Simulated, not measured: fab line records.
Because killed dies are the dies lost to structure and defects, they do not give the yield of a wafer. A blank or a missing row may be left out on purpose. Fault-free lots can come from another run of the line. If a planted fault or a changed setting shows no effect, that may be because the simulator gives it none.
Which tool is to blame? || flow nand_harc || 7 lots, 21 wafers sampled, at 5 steps of a route of 1302

WHAT THE GAUGES READ, wafer by wafer
NHARC_A_ONON_D2_THK_MEAS_11: measures by ellipsometry.
{"lot": "L410", "measured": "day 14 15:42", "on": "film_metro-02", "thk_nm (nm)": "1069 1066 1069 1067 1068 1069"}
{"lot": "L411", "measured": "day 15 16:32", "on": "film_metro-01", "thk_nm (nm)": "1086 1086 1085 1087 1087 1087"}
{"lot": "L418", "measured": "day 18 11:47", "on": "film_metro-02", "thk_nm (nm)": "1003 1002 1002"}
{"lot": "L420", "measured": "day 18 18:20", "on": "film_metro-02", "thk_nm (nm)": "988 988 989"}
{"lot": "L423", "measured": "day 19 15:14", "on": "film_metro-02", "thk_nm (nm)": "1012 1011 1012"}
{"lot": "L426", "measured": "day 21 05:43", "on": "film_metro-02", "thk_nm (nm)": "997 997 997"}
{"lot": "L428", "measured": "day 21 19:17", "on": "film_metro-02", "thk_nm (nm)": "1001 1002 1001"}

EACH LOT AND THE TOOL THAT RAN IT (in order: tool; ch and the chambers of the sampled wafers; start)
{"lot": "L410", "NHARC_A_CHANNEL_FILL_D1_ALD_15": "ald_sin_batch-03 ch 0, day 12 00:02 or earlier", "NHARC_A_CHANNEL_FILL_D1_ETCHBACK_20": "rie_diel-01 ch 0,1, day 12 00:02", "NHARC_A_CHANNEL_FILL_D1_ALD_25": "ald_hk-02 ch 0,3, day 12 14:23", "NHARC_A_ONON_D2_DEP_09": "pecvd_onon-04 ch 0, day 14 15:18"}
{"lot": "L411", "NHARC_A_CHANNEL_FILL_D1_ALD_15": "ald_sin_batch-01 ch 0, day 12 16:06 or earlier", "NHARC_A_CHANNEL_FILL_D1_ETCHBACK_20": "rie_diel-01 ch 0,1, day 12 16:06", "NHARC_A_CHANNEL_FILL_D1_ALD_25": "ald_hk-02 ch 0,1,2, day 13 06:14", "NHARC_A_ONON_D2_DEP_09": "pecvd_onon-04 ch 0, day 15 16:02"}
{"lot": "L418", "NHARC_A_CHANNEL_FILL_D1_ALD_15": "ald_sin_batch-03 ch 0, day 15 19:18 or earlier", "NHARC_A_CHANNEL_FILL_D1_ETCHBACK_20": "rie_diel-01 ch 0,1,3, day 15 19:18", "NHARC_A_CHANNEL_FILL_D1_ALD_25": "ald_hk-02 ch 1,2,3, day 16 09:25", "NHARC_A_ONON_D2_DEP_09": "pecvd_onon-04 ch 0, day 18 11:16"}
{"lot": "L420", "NHARC_A_CHANNEL_FILL_D1_ALD_15": "ald_sin_batch-03 ch 0, day 15 17:37", "NHARC_A_CHANNEL_FILL_D1_ETCHBACK_20": "rie_diel-07 ch 0,3, day 16 08:18", "NHARC_A_CHANNEL_FILL_D1_ALD_25": "ald_hk-02 ch 1,2,3, day 16 20:20", "NHARC_A_ONON_D2_DEP_09": "pecvd_onon-04 ch 0, day 18 17:50"}
{"lot": "L423", "NHARC_A_CHANNEL_FILL_D1_ALD_15": "ald_sin_batch-02 ch 0, day 17 01:56 or earlier", "NHARC_A_CHANNEL_FILL_D1_ETCHBACK_20": "rie_diel-07 ch 0,1,2, day 17 01:56", "NHARC_A_CHANNEL_FILL_D1_ALD_25": "ald_hk-01 ch 0,1,3, day 17 14:06", "NHARC_A_ONON_D2_DEP_09": "pecvd_onon-02 ch 0, day 19 14:47"}
{"lot": "L426", "NHARC_A_CHANNEL_FILL_D1_ALD_15": "ald_sin_batch-02 ch 0, day 18 20:38 or earlier", "NHARC_A_CHANNEL_FILL_D1_ETCHBACK_20": "rie_diel-07 ch 1,2, day 18 20:38", "NHARC_A_CHANNEL_FILL_D1_ALD_25": "ald_hk-01 ch 0,1,2, day 19 10:20", "NHARC_A_ONON_D2_DEP_09": "pecvd_onon-01 ch 0, day 21 05:12"}
{"lot": "L428", "NHARC_A_CHANNEL_FILL_D1_ALD_15": "ald_sin_batch-03 ch 0, day 19 02:49 or earlier", "NHARC_A_CHANNEL_FILL_D1_ETCHBACK_20": "rie_diel-07 ch 0,1,2, day 19 02:49", "NHARC_A_CHANNEL_FILL_D1_ALD_25": "ald_hk-01 ch 0,1,2, day 19 14:35", "NHARC_A_ONON_D2_DEP_09": "pecvd_onon-01 ch 0, day 21 18:47"}
- NHARC_A_CHANNEL_FILL_D1_ALD_15: deposits SiNx, target thk 2 nm, pulse time 60 s, ald cycles 19.
- NHARC_A_CHANNEL_FILL_D1_ETCHBACK_20: etches the open film in C4F8/O2/Ar, target depth 27 nm, time 13.5 s.
- NHARC_A_CHANNEL_FILL_D1_ALD_25: deposits SiOx, target thk 60 nm, pulse time 10 s, ald cycles 600.
- NHARC_A_ONON_D2_DEP_09: target thk 1000 nm.

THE ANSWER, worked out from the rows above alone
Rule: what is usual is taken from the lots themselves. The widest of any qualifying gaps counts: lots, ordered by their means at a reading, are off when they make up no more than a third of the lots, leave a main group of 4 or more, and stand apart from it by 3 or more times the standard deviation of that group's means. A main group is skipped when, at the precision printed for the reading in the tables above, its means are all equal. Also off: a lot with no number at a reading for which 4 or more lots have one. Where the step has rows for the other lots, those lots are counted as sound.
Off at NHARC_A_ONON_D2_THK_MEAS_11 (thk_nm): L410, L411. For the main group the mean is 1000 nm and the standard deviation 7.6.
A tool fits if, at a process step before that reading, it ran every lot that is off, and no sound lot after the first of them. Those tools and the gauges at NHARC_A_ONON_D2_THK_MEAS_11 are tried in the same way. With no start given for some of its lots, NHARC_A_CHANNEL_FILL_D1_ALD_15 uses the hours and lot order of NHARC_A_CHANNEL_FILL_D1_ETCHBACK_20. None of those tried fits.

WHAT THE SIMULATOR HAD PUT IN
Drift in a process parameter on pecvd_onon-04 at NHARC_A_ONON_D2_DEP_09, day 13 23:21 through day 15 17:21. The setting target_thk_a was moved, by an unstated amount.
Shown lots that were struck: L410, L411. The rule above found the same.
